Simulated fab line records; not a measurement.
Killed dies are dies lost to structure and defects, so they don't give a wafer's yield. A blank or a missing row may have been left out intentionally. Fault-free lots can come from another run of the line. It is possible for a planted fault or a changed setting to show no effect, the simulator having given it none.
Chamber matching -- flow n5 finfet -- uv cure-03 running N5_BEOL_M8_CURE_75: 3 sister chambers
The step cures SiCOH lowk, time 120 s. 6 wafers are shown with their chamber, then 8 later ones without.

WAFERS WITH THEIR CHAMBER
wafer,chamber,wafer_temp_C_max,lamp power pct (%)
L077.6,2,372.4,52.33
L081.4,0,371.0,52.29
L081.6,0,370.9,52.27
L087.4,1,370.8,52.28
L087.5,1,371.1,52.46
L093.2,2,373.1,52.16

WAFERS WITHOUT THEIR CHAMBER
wafer,wafer_temp_C_max,lamp power pct (%)
L093.4,372.8,52.35
L093.6,372.0,52.29
L095.1,372.6,52.28
L095.3,372.1,52.35
L095.6,372.6,52.25
L094.3,371.3,52.28
L094.5,370.9,52.34
L094.6,371.1,52.26

WHICH CHAMBER EACH ONE RAN IN
wafer,from the rows above,in truth
L093.4,2,2
L093.6,can't be placed: 2 or 0 or 1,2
L095.1,2,2
L095.3,can't be placed: 2 or 1 or 0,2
L095.6,2,2
L094.3,can't be placed: 0 or 1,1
L094.5,can't be placed: 1 or 0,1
L094.6,can't be placed: 0 or 1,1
Correct placement for 3 of the 8. Cannot be placed on the basis of these rows: 5; the candidates contain the true chamber in 5. 0 placed wrongly.
How it was worked out, from the rows above alone: a wafer's distance from a chamber is the root of the sum, over the readings, of the square of ((its reading less the chamber's mean) divided by the reading's scatter). The wafer belongs to the nearest chamber; if the next one is less than 2 further off, it can't be placed. The mean given for a chamber averages the wafers shown for that chamber. The scatter: the root of (the sum of the squares of (reading less its chamber's mean) over the shown wafers, divided by (wafers less chambers)).
